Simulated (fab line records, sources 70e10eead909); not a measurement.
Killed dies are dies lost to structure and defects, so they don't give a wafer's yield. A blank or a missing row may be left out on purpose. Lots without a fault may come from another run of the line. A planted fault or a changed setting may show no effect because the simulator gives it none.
Chamber matching | flow nand_harc | NHARC_P_GATE_STRIP_101 on rie_diel-03: 4 sister chambers
The step strips in O2, time 20 s. 4 wafers are shown with their chamber, then 7 later ones without.

WAFERS WITH THEIR CHAMBER
wafer  | chamber | showerhead_plenum_p_Torr (Torr)
L083.2 | 0       | 3.34
L092.6 | 2       | 3.36
L095.2 | 1       | 3.41
L095.4 | 3       | 3.47

WAFERS WITHOUT THEIR CHAMBER
wafer  | showerhead_plenum_p_Torr (Torr)
L095.6 | 3.47
L096.2 | 3.47
L096.4 | 3.41
L096.5 | 3.33
L097.3 | 3.46
L097.4 | 3.32
L097.5 | 3.47

WHICH CHAMBER EACH WENT THROUGH
wafer  | from the rows above | in truth
L095.6 | 3                   | 3
L096.2 | 3                   | 3
L096.4 | 1                   | 1
L096.5 | 0                   | 0
L097.3 | 3                   | 3
L097.4 | 0                   | 0
L097.5 | 3                   | 3
Placed correctly: 7 of 7. Can't be placed from these rows: 0. Placed wrongly: 0.
How it was worked out, from the rows above alone: a wafer's distance from a chamber is the root of the sum, over the readings, of the square of ((its reading less the chamber's mean) divided by the reading's scatter). The wafer belongs to the nearest chamber; if the next one is less than 2 further off, it can't be placed. A chamber's mean is the mean of its shown wafers. The scatter: with one shown wafer a chamber, the root of the mean of the squares of how far each hidden wafer lies from its nearest shown one.
